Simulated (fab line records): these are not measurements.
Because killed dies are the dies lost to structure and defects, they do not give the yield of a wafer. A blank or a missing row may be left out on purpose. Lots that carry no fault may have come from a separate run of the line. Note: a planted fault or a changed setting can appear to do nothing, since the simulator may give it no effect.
A single fault, viewed from 2 desks -- flow n5_finfet -- what lay behind the numbers comes last; until then each desk has only its own

## THE TOOL OWNER'S DESK: cvd_co-02
The tool's own readings at N5_BEOL_M2_CO_CAP_55 (material Co, precursor CCTBA/H2, target thk 2 nm, time 102.1 s): means of the sampled wafers that have a number, for each lot that ran on this tool. If a lot's mean is further than 4 standard deviations from the usual mean, the lot is out of limits and carries the mark OUT (the distance appears in the brackets).
Columns: A = heater_power_w at N5_BEOL_M2_CO_CAP_55, usual 254 W; B = run_length_s at N5_BEOL_M2_CO_CAP_55, usual 124.7 s
lot,first seen here,A,B
L725,day 7 18:37,270,124.8
L726,day 8 06:28,279,124.8
L727,day 8 13:19,276,88.3 (-81) OUT
L728,day 8 18:12,260,106.2 (-41) OUT
L733,day 9 20:22,299,97.7 (-60) OUT
L741,day 12 07:29,280,124.7
L743,day 13 05:35,264,124.1
This desk's verdict: out of limits on L727, L728, L733, starting with L727 at day 8 13:19 (run_length_s at N5_BEOL_M2_CO_CAP_55). Within limits: L725, L726, L741, L743.

## FROM THE METROLOGY DESK
Lot by lot, what the gauges showed, no matter which tool ran the lot: averages of those sampled wafers that carry a number. If a lot's mean is further than 4 standard deviations from the usual mean, the lot is out of limits and carries the mark OUT (the distance appears in the brackets). Readings shown: 7 of its 10, picked as those furthest out on some lot.
Columns: A = DIBL_N at N5_BEOL_M4_RC_MEAS_101, usual 36.0 mV/V; B = DIBL_P at N5_BEOL_M4_RC_MEAS_101, usual 36.7 mV/V; C = ION_N at N5_BEOL_M4_RC_MEAS_101, usual 673 uA/um; D = ION_P at N5_BEOL_M4_RC_MEAS_101, usual 461 uA/um; E = SS_P at N5_BEOL_M4_RC_MEAS_101, usual 73.4 mV/dec; F = VT_N at N5_BEOL_M4_RC_MEAS_101, usual 250 mV; G = VT_P at N5_BEOL_M4_RC_MEAS_101, usual -251 mV
lot,first seen here,A,B,C,D,E,F,G
L722,day 7 16:49,38.3,36.8,671,454,74.1,251,-253
L723,day 8 12:34,36.4,36.8,686,463,73.9,250,-253
L725,day 8 18:52,32.4,33.3,674,471,72.0,252,-252
L726,day 9 00:22,36.9,37.8,672,461,72.7,250,-248
L727,day 9 07:55,36.4,38.8,675,469,74.3,249,-246
L728,day 9 20:40,32.7,35.6,659,453,72.7,251,-252
L733,day 10 21:25,34.9,31.4,656,460,72.5,254,-248
L737,day 12 06:11,35.1,35.5,680,460,73.4,251,-254
L741,day 13 08:08,34.9,35.6,674,466,73.0,249,-249
L743,day 14 07:53,35.8,38.0,682,470,73.5,247,-250
L744,day 14 13:20,36.0,37.0,668,454,73.2,252,-256
Finding of this desk: none of the 11 lots has anything out of limits.

## TAKEN TOGETHER
On L727, L728, L733, at day 8 13:19, an alarm was possible from the tool owner's desk.
At the metrology desk, nothing out of limits was observed.
The metrology desk holds a record of L727, L728, L733, inside its limits.
The lots listed all ran N5_BEOL_M2_CO_CAP_55 on cvd_co-02.

## WHAT THE SIMULATOR HAD INSERTED
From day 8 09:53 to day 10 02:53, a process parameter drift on cvd_co-02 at N5_BEOL_M2_CO_CAP_55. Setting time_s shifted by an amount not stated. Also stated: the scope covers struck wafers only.
Lots struck among those shown: L727, L728, L733.
Time in hours from fault onset to the first out-of-limits reading at each desk: the tool owner's desk, 3.
